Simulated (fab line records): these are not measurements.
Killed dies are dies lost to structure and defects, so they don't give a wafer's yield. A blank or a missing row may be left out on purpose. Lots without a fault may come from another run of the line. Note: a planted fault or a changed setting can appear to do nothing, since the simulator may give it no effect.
Which of the tools did it?    flow n5_finfet    10 lots with 29 wafers sampled at 5 steps, on a route of 1938 steps

WHAT THE GAUGES READ, wafer by wafer
N5_BEOL_M4_RC_MEAS_101.
lot   measured      on         DIBL_N (mV/V)   DIBL_P (mV/V)   IOFF_N (nA/um)     IOFF_P (nA/um)  ION_N (uA/um)  ION_P (uA/um)  SS_N (mV/dec)   SS_P (mV/dec)   VT_N (mV)    VT_P (mV)
L277  day 7 18:14   prober-02  35.4 36.9 38.8  34.9 35.9 37.9  0.115 0.139 0.175  0.18 0.19 0.23  662 667 679    461 463 462    70.7 71.1 72.4  72.2 72.0 73.5  256 254 250  -253 -251 -250
L279  day 8 18:42   prober-01  36.8 35.3 34.1  36.7 34.5 33.3  0.151 0.128 0.108  0.20 0.17 0.15  668 657 652    456 457 452    72.1 71.0 71.1  73.5 72.6 72.0  253 254 257  -252 -253 -253
L281  day 9 16:43   prober-02  37.3 38.8 37.0  36.7 38.8 36.2  0.142 0.179 0.137  0.21 0.25 0.20  666 688 660    465 468 461    71.2 72.3 71.1  72.9 73.8 72.8  252 249 255  -248 -248 -251
L284  day 10 04:25  prober-02  37.0 38.3 37.5  36.4 38.8 38.3  0.145 0.186 0.174  0.19 0.23 0.21  670 682 689    464 463 468    72.6 72.5 72.1  72.2 74.0 73.4  251 250 249  -251 -250 -249
L286  day 9 21:20   prober-02  34.8 34.7 35.2  35.5 36.2 35.7  0.154 0.152 0.161  0.22 0.24 0.23  681 685 672    478 478 460    71.6 71.5 72.5  72.6 72.9 73.2  254 253 250  -247 -244 -245
L294  day 12 13:26  prober-01  33.5 34.4 33.5  33.6 34.1 32.7  0.129 0.130 0.115  0.17 0.18 0.17  672 676 656    457 465 456    70.5 70.6 70.9  72.7 72.7 72.2  254 253 255  -252 -252 -252
L295  day 12 16:59  prober-01  35.1 32.9 35.9  34.6 32.8 35.6  0.135 0.105 0.148  0.18 0.17 0.20  672 659 676    460 455 463    70.4 70.3 70.7  73.1 71.8 73.5  252 257 249  -250 -251 -252
L297  day 13 10:53  prober-01  34.1 38.7       35.2 39.7       0.132 0.234        0.18 0.26       647 708        459 469        71.3 72.9       73.8 74.2       253 244      -253 -247
L298  day 13 18:34  prober-01  37.7 36.0 35.0  38.0 36.1 33.9  0.210 0.178 0.142  0.29 0.24 0.20  692 681 678    477 473 467    72.4 71.2 71.7  73.5 73.3 72.5  247 246 250  -245 -248 -250
L299  day 14 02:12  prober-02  38.5 35.4 36.8  38.6 35.1 37.2  0.170 0.135 0.166  0.23 0.19 0.22  670 671 679    464 456 461    72.0 71.2 71.5  73.9 72.6 73.7  251 250 250  -251 -253 -249

TOOL THAT RAN EACH LOT (tool first, then ch and the chambers of the sampled wafers, then the start)
lot   N5_BEOL_M0_SAQP_CUT_ETCH_46         N5_BEOL_M0_STRIP_104                N5_BEOL_M0_PRE_CLEAN_113      N5_BEOL_M0_SPUTTER_116
L277  rie_diel-01 ch 2,3, day 5 19:18     rie_diel-03 ch 0,2, day 5 21:09     pvd_sputter-02, day 5 23:08   pvd_sputter-02, day 5 23:51
L279  rie_diel-06 ch 0,3, day 6 15:59     rie_diel-04 ch 2,3, day 6 18:23     pvd_sputter-01, day 6 20:01   pvd_sputter-03, day 6 21:32
L281  rie_diel-06 ch 0,1, day 7 06:56     rie_diel-03 ch 0,1,2, day 7 10:41   pvd_sputter-01, day 7 12:40   pvd_sputter-02, day 7 13:14
L284  rie_diel-01 ch 1,2,3, day 7 11:53   rie_diel-04 ch 0,1, day 7 15:51     pvd_sputter-03, day 7 19:04   pvd_sputter-01, day 7 19:39
L286  rie_diel-01 ch 0,1,3, day 8 00:40   rie_diel-04 ch 1,2, day 8 04:17     pvd_sputter-03, day 8 05:31   pvd_sputter-02, day 8 06:10
L294  rie_diel-05 ch 1,2, day 10 04:00    rie_diel-03 ch 2,3, day 10 09:46    pvd_sputter-01, day 10 11:19  pvd_sputter-01, day 10 12:00
L295  rie_diel-05 ch 0,3, day 10 05:43    rie_diel-04 ch 0,1,3, day 10 09:38  pvd_sputter-01, day 10 11:01  pvd_sputter-01, day 10 11:34
L297  rie_diel-05 ch 0,1, day 10 20:22    rie_diel-04 ch 1,3, day 11 01:39    pvd_sputter-03, day 11 02:59  pvd_sputter-02, day 11 03:45
L298  rie_diel-06 ch 2,3, day 11 02:30    rie_diel-03 ch 0,1,2, day 11 05:02  pvd_sputter-01, day 11 06:25  pvd_sputter-02, day 11 07:21
L299  rie_diel-05 ch 1,2,3, day 11 13:13  rie_diel-02 ch 1,3, day 11 16:51    pvd_sputter-03, day 11 17:49  pvd_sputter-01, day 11 20:01
- N5_BEOL_M0_SAQP_CUT_ETCH_46: etches SOC in N2/H2, target depth 135 nm, overetch 27 nm, time 202.5 s.
- N5_BEOL_M0_STRIP_104: strips in N2/H2.
- N5_BEOL_M0_PRE_CLEAN_113: time 30 s.
- N5_BEOL_M0_SPUTTER_116: material Cu, target thk 4 nm, time 7.37 s.

WHAT THE TOOLS THEMSELVES READ (means of the sampled wafers that have a number; where no wafer has one, the mark that the record gives instead)
N5_BEOL_M0_SAQP_CUT_ETCH_46.
lot   tool         drypump_motor_current_A (A)  rf_vpp_V (V)  showerhead_plenum_p_Torr (Torr)  throttle_valve_pct (%)
L277  rie_diel-01  5.9                          523.8         2.57                             17.74
L279  rie_diel-06  5.8                          523.4         2.52                             18.03
L281  rie_diel-06  5.6                          523.6         2.53                             17.90
L284  rie_diel-01  6.1                          525.8         2.57                             17.59
L286  rie_diel-01  5.8                          526.8         2.66                             17.66
L294  rie_diel-05  5.8                          524.1         2.54                             17.87
L295  rie_diel-05  5.6                          522.9         2.50                             18.05
L297  rie_diel-05  5.8                          520.5         2.42                             17.80
L298  rie_diel-06  6.3                          523.7         2.55                             17.91
L299  rie_diel-05  5.8                          524.6         2.54                             17.72

N5_BEOL_M0_STRIP_104.
lot   tool         drypump_motor_current_A (A)  oes_product_au (a.u.)  power_w (W)  rf_vpp_V (V)  showerhead_plenum_p_Torr (Torr)  throttle_valve_pct (%)
L277  rie_diel-03  5.5                          0.80                   450.5        58.1          2.55                             23.49
L279  rie_diel-04  6.2                          0.86                   449.1        58.2          2.53                             23.58
L281  rie_diel-03  5.4                          0.79                   448.8        58.7          2.56                             23.54
L284  rie_diel-04  6.6                          0.68                   449.6        59.5          2.44                             23.79
L286  rie_diel-04  6.1                          0.68                   449.9        59.6          2.46                             23.46
L294  rie_diel-03  5.6                          0.88                   449.8        58.8          2.64                             23.33
L295  rie_diel-04  6.5                          0.91                   429.8        61.3          2.60                             23.49
L297  rie_diel-04  6.3                          0.91                   419.4        59.9          2.53                             23.39
L298  rie_diel-03  5.5                          0.77                   451.1        58.4          2.54                             23.56
L299  rie_diel-02  6.0                          0.70                   450.3        58.7          2.58                             23.74

N5_BEOL_M0_PRE_CLEAN_113.
lot   tool            heater_power_w (W)
L277  pvd_sputter-02  343
L279  pvd_sputter-01  341
L281  pvd_sputter-01  324
L284  pvd_sputter-03  343
L286  pvd_sputter-03  350
L294  pvd_sputter-01  310
L295  pvd_sputter-01  303
L297  pvd_sputter-03  324
L298  pvd_sputter-01  316
L299  pvd_sputter-03  342

N5_BEOL_M0_SPUTTER_116.
lot   tool            throttle_valve_pct (%)
L277  pvd_sputter-02  29.8
L279  pvd_sputter-03  29.1
L281  pvd_sputter-02  29.8
L284  pvd_sputter-01  30.0
L286  pvd_sputter-02  30.9
L294  pvd_sputter-01  28.9
L295  pvd_sputter-01  29.9
L297  pvd_sputter-02  29.4
L298  pvd_sputter-02  30.5
L299  pvd_sputter-01  31.2

THE ANSWER, worked out from the rows above alone
Rule: the lots themselves supply what counts as usual. The widest of any qualifying gaps counts: lots, ordered by their means at a reading, are off when they make up no more than a third of the lots, leave a main group of 4 or more, and stand apart from it by 3 or more times the standard deviation of that group's means. A main group is skipped when, at the precision printed for the reading in the tables above, its means are all equal. Also off: a lot with no number at a reading for which 4 or more lots have one. Where the step has rows for the other lots, those lots are counted as sound. Order of review: gauges by route order, followed by the tools' own readings, for which a lot's mean as printed above is used. The first step at which some lot is off is used, and at that step the reading that is off furthest; a lot without a number counts as furthest.
Off at N5_BEOL_M0_STRIP_104 (power_w): L295, L297. For the main group the mean is 449.9 W and the standard deviation 0.7.
If a tool, at that step or one of the process steps before it, ran each lot that is off and ran no sound lot following the first of them, it fits. One fits: N5_BEOL_M0_STRIP_104 on rie_diel-04. Its last sound lot is L286 (day 8 04:17), its first lot that is off L295 (day 10 09:38): a fault that began between those two fits.
On the lots that are off, the tool's own readings at N5_BEOL_M0_STRIP_104 differ by more than 5 times the standard deviation of the sound lots' means, which bears it out; power_w reads 424.6 W there versus 449.9 W on the sound lots.

WHAT THE SIMULATOR HAD INSERTED
rie_diel-04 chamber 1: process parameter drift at N5_BEOL_M0_STRIP_104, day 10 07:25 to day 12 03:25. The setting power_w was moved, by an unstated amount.
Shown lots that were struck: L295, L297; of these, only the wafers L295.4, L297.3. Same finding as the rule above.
